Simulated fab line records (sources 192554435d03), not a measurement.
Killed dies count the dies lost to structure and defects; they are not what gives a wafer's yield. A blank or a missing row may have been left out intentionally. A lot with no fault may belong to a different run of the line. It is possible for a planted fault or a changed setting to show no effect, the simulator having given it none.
Comparing a struck lot with a sound one | flow n5 finfet | 41 steps out of a route of 1938
Sound: these wafers, L926.4, L926.5, L926.6. The struck wafers were L933.2, L933.4, L933.6. At the end, the cause is stated.
At each step with rows: each side's tool, then ch and its chambers, then its first start. Under that, the readings that differ: sound wafers | struck wafers | difference of the means | sigmas: that difference in standard deviations of wafers without a fault.
alike: a reading whose means differ by less than 2 such deviations, as well as words and numbers matching on both sides. not compared: withheld readings; readings where some wafer has no value; bounds like >300 that might hide an equal value; numbers whose values overlap and for which the record gives no deviation.
Wherever a step has rows on one side only, a row that says differs or no value, or a row with sigmas, the two part there. When numbers do not overlap yet have no deviation, they are printed without sigmas and do not part them. A reading missing from all wafers of one side parts the sides only when that side holds two or more wafers.

first, 5 steps without rows for these wafers: N5_BEOL_M4_PRE_CLEAN_45 (time 30 s); N5_BEOL_M4_ALD_84 (deposits TaN, pulse time 2 s, purge time 3 s, co reactant purge time 2 s); N5_BEOL_M4_SURFACE_TREAT_85; N5_BEOL_M4_CVD_47 (deposits Co from CCTBA/H2, target thk 3 nm, time 223.8 s); N5_BEOL_M4_SPUTTER_48 (material Cu, target thk 4.5 nm, time 8.29 s).
N5_BEOL_M4_ANNEAL_49: time 240 s.
  struck on pvd sputter-03, day 9 19:55; sound on pvd sputter-02, day 8 00:28
  alike: heater power w
then, 3 steps without rows for these wafers: N5_BEOL_M4_SPUTTER_79 (material Cu, target thk 4.5 nm, time 8.29 s); N5_BEOL_M4_ANNEAL_80 (time 240 s); N5_BEOL_M4_SPUTTER_81 (material Cu, target thk 4.5 nm, time 8.29 s).
N5_BEOL_M4_ANNEAL_82: time 240 s.
  struck on pvd sputter-03, day 9 20:21; sound on pvd sputter-02, day 8 00:54
  alike: heater power w
then, 2 steps without rows for these wafers: N5_BEOL_M4_SPUTTER_86 (material Cu, target thk 4.5 nm, time 8.29 s); N5_BEOL_M4_ANNEAL_87 (time 240 s).
N5_BEOL_M4_SPUTTER_88: material Cu, target thk 4.5 nm, time 8.29 s.
  struck on pvd sputter-03, day 9 20:43; sound on pvd sputter-02, day 8 01:14
  alike: throttle valve pct
N5_BEOL_M4_ANNEAL_89: time 240 s.
  struck on pvd sputter-03, day 9 20:47; sound on pvd sputter-02, day 8 01:20
  alike: heater power w
then, 5 steps without rows for these wafers: N5_BEOL_M4_SPUTTER_90 (material Cu, target thk 4.5 nm, time 8.29 s); N5_BEOL_M4_ANNEAL_91 (time 240 s); N5_BEOL_M4_SPUTTER_92 (material Cu, target thk 4.5 nm, time 8.29 s); N5_BEOL_M4_ANNEAL_93 (time 240 s); N5_BEOL_M4_SPUTTER_94 (material Cu, target thk 4.5 nm, time 8.29 s).
N5_BEOL_M4_ANNEAL_95: time 240 s.
  struck on pvd sputter-03, day 9 21:27; sound on pvd sputter-02, day 8 02:00
  alike: heater power w
then, 5 steps without rows for these wafers: N5_BEOL_M4_SPUTTER_96 (material Cu, target thk 4.5 nm, time 8.29 s); N5_BEOL_M4_ECD_50 (material Cu, target thk 300 nm); N5_BEOL_M4_ANNEAL_51 (time 90 s); N5_BEOL_M4_CMP_52 (polishes, stops on SiOC, t overpolish 6.8 s, target thk 40 nm); N5_BEOL_M4_PRE_CLEAN_60 (time 15 s).
N5_BEOL_M4_CO_CAP_55: material Co, precursor CCTBA/H2, target thk 2 nm, time 102.1 s.
  sound on cvd co-01 ch 0,1,2, day 8 02:58; struck on cvd co-02 ch 0,1, day 9 22:28
  alike: heater power w
then, 2 steps without rows for these wafers: N5_BEOL_M4_PRE_CLEAN_56 (time 15 s); N5_BEOL_M4_DEP_57 (deposits SiCN from 3MS/NH3, target thk 8 nm, time 14 s).
N5_BEOL_M4_RS_MEAS_58: a four-point-probe measurement.
  struck on film metro-01, day 9 22:39; sound on film metro-02, day 8 03:07
  alike: M4_RS
N5_BEOL_M4_RC_MEAS_101:
  sound on prober-01 ch 0, day 8 03:38; struck on prober-01 ch 0, day 9 22:51
  reading   | sound             | struck            | difference | sigmas
  VT_N (mV) | 258.0 254.3 257.9 | 249.1 252.0 248.7 | -6.8       | -3
  alike: DIBL_N, DIBL_P, IOFF_N, IOFF_P, ION_N, ION_P, SS_N, SS_P, VT_P
then, 2 steps without rows for these wafers: N5_BEOL_M5_ILD_DEP_00 (deposits SiCOH lowk from DEMS/porogen, target thk 140.64 nm, time 25.9 s); N5_BEOL_M5_CURE_79 (cures SiCOH lowk, time 240 s).
N5_BEOL_M5_THK_MEAS_01:
  struck on film metro-01, day 10 00:15; sound on film metro-02, day 8 04:43
  reading         | sound             | struck            | difference | sigmas
  M5_ILD_THK (nm) | 123.9 122.1 123.7 | 117.8 118.5 119.4 | -4.7       | -3
then, 7 steps without rows for these wafers: N5_BEOL_M5_PECVD_70 (deposits SiO2 from TEOS/O2, target thk 16 nm, time 18 s); N5_BEOL_M5_HM_DEP_02 (deposits TiN, target thk 20 nm); N5_BEOL_M5_COAT_59 (time 60 s, resist thk 60 nm); N5_BEOL_M5_COAT_60 (time 60 s, resist thk 12 nm); N5_BEOL_M5_COAT_71 (time 60 s, resist thk 5 nm); N5_BEOL_M5_COAT_05 (resist thk 30 nm); N5_BEOL_M5_EBR_07.
-- a jump in the record: the struck wafers' starts before and after are 4 days apart (it breaks off in module BEOL_M5 and resumes in module PASSIVATION, where the first step shown is number 1936 of the route) --
N5_PASSIVATION_PROBE_49:
  record: rows for the struck wafers here (prober-02, day 14 09:02), none for the sound ones

## WHERE THEY PART
At N5_BEOL_M4_RC_MEAS_101 first; at N5_PASSIVATION_PROBE_49 last (within this record only).

WHY: whatever the simulator had introduced
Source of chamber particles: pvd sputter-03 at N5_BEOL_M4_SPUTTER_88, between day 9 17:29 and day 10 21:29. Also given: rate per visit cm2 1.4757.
